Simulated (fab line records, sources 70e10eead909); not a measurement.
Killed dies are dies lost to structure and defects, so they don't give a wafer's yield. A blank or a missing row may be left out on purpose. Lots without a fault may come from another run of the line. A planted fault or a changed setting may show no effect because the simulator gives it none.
fab line records | flow nand_harc | part 2 of 2: steps 5 to 6 of 6
record lots=24 wafers=72 last_day=24
route steps=1159 shown A_STAIRCASE@700 A_SGD_CUT@760 A_SLIT@794
lots that met no fault: from a run of the same line without faults
start_h: hours from the record's first day to the start of the lot's first wafer shown | wait_h: hours since the lot's step before | " the same as in the row above | L1.1+2: a row that stands for several wafers | - no value, or no start given | * or withheld: withheld | < > ~ a bound
route shown NAME@n: a module of which the file shows steps, and the number in the route of the first | usual: mean/standard deviation of fault-free wafers | same: alike in all rows | chamber/n: place in a boat | sites: the reading at each site | _std_site: their standard deviation | _edge_site: outer sites' mean less inner sites' | radius_mm: how far each site lies from the wafer's centre | mask NAME#n: copy n | behind: the tool/chamber that last shaped the wafer | hold: why the lot was held/for how many hours/how that ended | device: the transistor (n, p or np) that didn't switch | end of line: the same wafers' tests at the end of the route | a step without rows: its recipe alone | killed: dies lost to structure and defects at the first sort, not the wafer's yield | map: a wafer's dies, x killed, . not, _ none there
set.NAME: the setting as run; set.NAME@STEP: as run at that earlier step | model.NAME: the simulator's own value behind a step, which no gauge read
steps of the route over a sample of lots; a table a step, a row a wafer
services: from which hour (start_h, from the record's first day; less than 0 if before it) a tool's chamber was out of use, for how many hours, and why
## steps
# step NHARC_A_SLIT_ETCH_24
# recipe target_depth_a=1210 time_s=60.5 cf4_flow_sccm=100 chf3_flow_sccm=30 ar_flow_sccm=0 rf_w=500 bias_w=200 chemistry=CF4/CHF3
# usual drypump_motor_current_A=5.6/0.48 oes_product_au=0.964/0.015 rf_vpp_V=371.0/2.4 showerhead_plenum_p_Torr=1.58/0.067 throttle_valve_pct=16.803/0.0088
# columns lot.wafer tool chamber start_h wait_h drypump_motor_current_A oes_product_au rf_hours_counter_h rf_vpp_V showerhead_plenum_p_Torr throttle_valve_pct
L075.2 rie_diel-04 3 317.48 0.1 5.7 0.977 1 372.7 1.61 16.792
L075.1 " 0 " " 5.6 0.973 1 370.6 1.56 16.797
L075.5 " 2 " " 6.2 0.965 - 372.2 1.62 16.789
L076.4 rie_diel-04 2 329.41 0.1 6.3 0.958 1 371.5 1.62 16.798
L076.1 " 1 " " 5.4 0.979 1 371.0 1.54 16.789
L076.6 " 3 " " 5.7 0.971 - 373.1 1.61 16.799
L077.2 rie_diel-09 0 329.56 0.1 6.6 0.968 3 374.1 1.67 16.820
L077.1 " 2 " " 5.2 0.994 7 370.8 1.58 16.799
L077.6 " 0 " " 6.6 0.958 - 374.8 1.67 16.803
L078.3 rie_diel-03 0 330.73 0.1 5.2 0.951 9 368.3 1.53 16.789
L078.1 " 1 " " 5.2 0.967 5 369.0 1.48 16.804
L078.2 " 3 " " 5.5 0.977 9 374.5 1.69 16.814
L074.1 rie_diel-09 2 331.63 0.1 5.2 0.983 7 370.6 1.58 16.804
L074.4 " 0 " " 6.6 0.965 3 372.9 1.67 16.797
L074.6 " 3 " " 5.5 0.956 - 371.2 1.59 16.803
L079.4 rie_diel-09 1 344.33 0.1 5.7 0.961 8 373.4 1.66 16.812
L079.2 " 0 " " 6.6 0.959 5 374.4 1.66 16.789
L079.6 " 1 " " 5.7 0.960 - 374.5 1.66 16.808
L080.3 rie_diel-03 1 352.73 0.1 5.2 0.962 6 367.3 1.48 16.808
L080.4 " 3 " " 5.4 0.954 10 374.6 1.69 16.803
L080.5 " 1 " " 5.2 0.971 - 367.1 1.48 16.809
L081.2 rie_diel-03 1 363.02 0.1 5.2 0.961 7 366.4 1.48 16.810
L081.1 " 2 " " 5.0 0.969 11 367.3 1.48 16.811
L081.6 " 0 " " 5.2 0.981 - 369.4 1.53 16.812
L083.1 rie_diel-09 3 374.05 0.1 5.6 0.973 10 370.4 1.59 16.806
L083.3 " 0 " " 6.6 0.960 7 374.8 1.66 16.806
L083.5 " 0 " " 6.6 0.958 - 373.2 1.66 16.815
L082.1 rie_diel-09 3 374.51 0.4 5.6 0.952 10 372.7 1.59 16.824
L082.6 " 3 " " 5.6 0.948 - 371.7 1.59 16.793
L082.5 " 0 " " 6.6 0.958 - 373.7 1.66 16.807
L084.3 rie_diel-03 1 381.83 0.1 5.2 0.961 9 367.3 1.48 16.806
L084.6 " 1 " " 5.2 0.954 - 367.6 1.48 16.812
L084.5 " 2 " " 5.0 0.970 - 367.7 1.48 16.802
L087.1 rie_diel-04 2 391.54 0.1 6.3 0.962 5 371.3 1.62 16.798
L087.4 " 3 " " 5.6 0.965 5 373.5 1.61 16.812
L087.2 " 0 " " 5.6 0.972 5 371.7 1.56 16.816
L086.4 rie_diel-03 0 392.14 0.1 5.2 0.965 13 370.0 1.53 16.802
L086.1 " 1 " " 5.2 0.980 10 367.4 1.48 16.794
L086.2 " 3 " " 5.4 0.971 13 374.8 1.69 16.819
L085.1 rie_diel-09 1 399.14 0.1 5.7 0.962 12 374.3 1.66 16.797
L085.3 " 3 " " 5.5 0.995 12 370.7 1.59 16.813
L085.5 " 2 " " 5.2 0.963 - 370.6 1.58 16.797
L088.3 rie_diel-09 0 403.13 0.1 6.6 0.976 9 374.6 1.66 16.797
L088.4 " 1 " " 5.8 0.926 12 374.0 1.66 16.822
L088.1 " 2 " " 5.2 0.916 12 371.2 1.58 16.793
L091.3 rie_diel-09 3 414.45 0.1 5.6 0.961 13 372.4 1.59 16.810
L091.1 " 0 " " 6.6 0.975 10 373.9 1.66 16.799
L091.2 " 2 " " 5.2 0.967 13 369.8 1.58 16.805
L089.3 rie_diel-04 0 414.98 0.1 5.6 0.983 7 370.7 1.56 16.791
L089.4 " 1 " " 5.4 0.955 8 369.7 1.54 16.808
L089.5 " 1 " " 5.4 0.959 - 370.0 1.54 16.802
L090.4 rie_diel-03 2 416.23 0.1 5.0 0.971 1 368.0 1.48 16.811
L090.3 " 3 " " 5.5 0.973 0 373.7 1.69 16.801
L090.1 " 0 " " 5.2 0.960 0 369.8 1.53 16.817
L092.4 rie_diel-04 1 430.73 0.1 5.4 0.954 8 368.1 1.54 16.800
L092.1 " 3 " " 5.7 0.974 7 369.9 1.61 16.797
L092.5 " 2 " " 6.3 0.952 - 373.3 1.62 16.801
L093.2 rie_diel-04 0 442.97 0.1 5.6 0.927 9 369.9 1.56 16.804
L093.4 " 1 " " 5.4 0.918 10 370.7 1.54 16.806
L093.6 " 0 " " 5.6 0.922 - 372.7 1.56 16.802
L096.1 rie_diel-09 0 443.58 0.1 6.6 0.961 0 374.2 1.66 16.800
L096.4 " 1 " " 5.7 0.959 0 373.8 1.66 16.814
L096.3 " 2 " " 5.2 0.977 0 370.3 1.58 16.807
L095.2 rie_diel-03 3 444.09 0.1 5.4 0.964 3 373.5 1.69 16.804
L095.1 " 0 " " 5.2 0.981 2 368.7 1.53 16.816
L095.3 " 2 " " 5.0 0.961 2 366.9 1.48 16.800
L094.3 rie_diel-09 1 444.94 0.1 5.8 0.951 0 374.0 1.66 16.805
L094.4 " 2 " " 5.2 0.958 0 371.2 1.58 16.806
L094.6 " 0 " " 6.6 0.975 - 374.3 1.66 16.793
L097.1 rie_diel-03 2 457.38 0.1 5.0 0.956 3 367.2 1.48 16.810
L097.4 " 1 " " 5.2 0.957 3 368.1 1.48 16.806
L097.5 " 3 " " 5.4 0.952 - 372.7 1.69 16.800
# step NHARC_A_SLIT_ETCH_15
# recipe target_depth_a=32000 over_etch_frac=0.3 time_s=832 ion_energy_ev=150 o2_flow_sccm=400 cos_flow_sccm=20 ar_flow_sccm=0 rf_w=500 bias_w=300 chemistry=O2/COS
# usual drypump_motor_current_A=5.6/0.46 oes_product_au=1.003/0.0069 rf_vpp_V=314.5/2 showerhead_plenum_p_Torr=3.14/0.13 throttle_valve_pct=28.329/0.0085
# columns lot.wafer tool chamber start_h wait_h drypump_motor_current_A oes_product_au rf_hours_counter_h rf_vpp_V showerhead_plenum_p_Torr throttle_valve_pct
L075.1 rie_diel-04 0 - - 5.6 1.006 1 314.5 3.10 28.322
L075.2 " 2 " " 6.3 1.002 1 316.3 3.21 28.343
L075.5 " 0 " " 5.6 0.998 - 313.4 3.10 28.342
L076.1 rie_diel-04 3 - - 5.7 1.012 2 315.3 3.19 28.314
L076.4 " 0 " " 5.6 0.998 2 313.4 3.10 28.338
L076.6 " 3 " " 5.7 1.014 - 315.1 3.19 28.335
L077.1 rie_diel-09 1 - - 5.7 0.995 6 316.5 3.29 28.319
L077.2 " 2 " " 5.2 1.009 7 315.0 3.14 28.342
L077.6 " 2 " " 5.2 1.000 - 315.5 3.14 28.327
L078.1 rie_diel-03 2 - - 5.0 1.015 8 309.9 2.94 28.338
L078.3 " 3 " " 5.5 1.000 9 316.9 3.35 28.320
L078.2 " 0 " " 5.2 1.002 9 313.1 3.04 28.323
L074.1 rie_diel-09 3 - - 5.6 1.006 7 315.8 3.15 28.317
L074.4 " 0 " " 6.6 1.000 3 316.9 3.30 28.338
L074.6 " 0 " " 6.6 1.001 - 316.8 3.30 28.326
L079.4 rie_diel-09 3 - - 5.6 1.006 8 315.4 3.15 28.325
L079.2 " 1 " " 5.7 0.991 8 316.4 3.29 28.327
L079.6 " 3 " " 5.5 1.007 - 314.8 3.15 28.326
L080.3 rie_diel-03 0 - - 5.2 1.006 10 312.5 3.04 28.322
L080.4 " 1 " " 5.2 1.002 6 311.1 2.94 28.329
L080.5 " 1 " " 5.2 1.003 - 312.4 2.94 28.328
L081.1 rie_diel-03 0 - - 5.2 1.001 11 313.2 3.04 28.332
L081.2 " 1 " " 5.2 0.982 8 310.3 2.94 28.313
L081.6 " 3 " " 5.4 1.004 - 316.5 3.35 28.337
L083.3 rie_diel-09 2 - - 5.2 0.996 10 314.2 3.14 28.323
L083.1 " 0 " " 6.6 1.007 7 318.1 3.30 28.320
L083.5 " 2 " " 5.3 1.002 - 314.6 3.14 28.323
L082.1 rie_diel-09 0 - - 6.6 1.000 7 316.5 3.30 28.323
L082.6 " 2 " " 5.2 1.010 - 315.0 3.14 28.328
L082.5 " 3 " " 5.6 1.007 - 313.0 3.15 28.335
L084.3 rie_diel-03 1 - - 5.2 0.993 9 310.7 2.94 28.331
L084.5 " 0 " " 5.2 1.001 - 312.2 3.04 28.333
L084.6 " 1 " " 5.2 0.999 - 312.3 2.94 28.345
L087.2 rie_diel-04 1 - - 5.4 1.006 5 314.1 3.05 28.332
L087.1 " 3 " " 5.7 1.003 5 315.8 3.19 28.316
L087.4 " 0 " " 5.6 0.998 5 313.7 3.10 28.351
L086.2 rie_diel-03 0 - - 5.2 1.001 14 312.9 3.04 28.330
L086.4 " 2 " " 5.0 1.006 12 311.8 2.94 28.328
L086.1 " 3 " " 5.5 1.023 13 316.9 3.35 28.311
L085.1 rie_diel-09 3 - - 5.6 0.998 12 315.6 3.15 28.343
L085.3 " 2 " " 5.2 1.001 12 313.1 3.14 28.343
L085.5 " 0 " " 6.6 0.994 - 317.3 3.30 28.329
L088.1 rie_diel-09 3 - - 5.6 0.998 12 314.9 3.15 28.327
L088.3 " 0 " " 6.6 1.008 9 316.3 3.30 28.335
L088.4 " 1 " " 5.7 0.991 13 316.4 3.29 28.324
L091.3 rie_diel-09 3 - - 5.6 1.003 14 315.2 3.15 28.342
L091.2 " 0 " " 6.6 1.006 10 318.1 3.30 28.335
L091.1 " 2 " " 5.2 0.996 13 314.9 3.13 28.342
L089.4 rie_diel-04 1 - - 5.4 1.003 8 313.0 3.05 28.325
L089.3 " 2 " " 6.3 1.007 7 316.6 3.21 28.318
L089.5 " 1 " " 5.4 1.005 - 313.7 3.05 28.323
L090.4 rie_diel-03 1 - - 5.2 1.001 0 311.6 2.94 28.322
L090.1 " 2 " " 5.0 1.002 1 311.2 2.93 28.342
L090.3 " 0 " " 5.2 1.000 1 312.2 3.04 28.336
L092.1 rie_diel-04 1 - - 5.4 1.009 9 313.1 3.05 28.321
L092.4 " 2 " " 6.3 1.003 8 315.8 3.21 28.347
L092.5 " 2 " " 6.3 1.000 - 315.5 3.21 28.323
L093.2 rie_diel-04 2 - - 6.3 1.020 9 317.2 3.21 28.325
L093.4 " 3 " " 5.7 1.006 8 315.0 3.19 28.332
L093.6 " 2 " " 6.3 1.005 - 315.7 3.21 28.334
L096.1 rie_diel-09 3 - - 5.6 1.001 0 312.7 3.14 28.321
L096.4 " 1 " " 5.7 0.997 0 317.9 3.28 28.316
L096.3 " 2 " " 5.2 1.000 0 315.5 3.13 28.332
L095.2 rie_diel-03 1 - - 5.2 1.001 2 311.0 2.94 28.309
L095.1 " 2 " " 5.0 0.995 2 311.6 2.93 28.338
L095.3 " 3 " " 5.4 0.996 3 318.2 3.35 28.326
L094.4 rie_diel-09 2 - - 5.2 0.988 1 313.5 3.13 28.324
L094.3 " 1 " " 5.8 1.004 1 316.0 3.28 28.329
L094.6 " 3 " " 5.6 0.998 - 314.3 3.14 28.329
L097.4 rie_diel-03 0 - - 5.2 1.005 3 311.8 3.03 28.327
L097.1 " 1 " " 5.2 1.002 3 311.7 2.94 28.334
L097.5 " 1 " " 5.3 1.008 - 311.6 2.94 28.329
## services
# columns tool chamber start_h hours kind
rie_diel-03 1 247.50 10.4 repair
cmp-03 - 254.00 4.0 pm
rie_diel-09 - 254.10 9.0 pm
rie_diel-10 3 260.04 15.2 repair
rie_diel-07 0 271.98 11.8 repair
cmp-01 - 277.61 4.0 pm
rie_diel-10 3 286.49 9.2 repair
rie_diel-04 - 288.90 9.0 pm
cmp-03 - 293.96 1.9 repair
rie_diel-03 1 296.39 18.6 repair
rie_diel-04 0 310.28 3.1 repair
rie_diel-05 - 340.60 9.0 pm
cmp-03 - 352.05 4.0 pm
rie_diel-10 - 353.50 9.0 pm
cmp-01 - 375.61 4.0 pm
rie_diel-07 0 379.37 1.6 repair
rie_diel-03 - 392.58 9.0 pm
cmp-01 - 403.67 3.1 repair
rie_diel-03 1 405.02 9.2 repair
rie_diel-07 - 405.36 9.0 pm
rie_diel-05 0 407.06 5.7 repair
rie_diel-09 2 415.20 1.7 repair
rie_diel-04 2 422.05 4.0 repair
rie_diel-09 - 431.10 9.0 pm
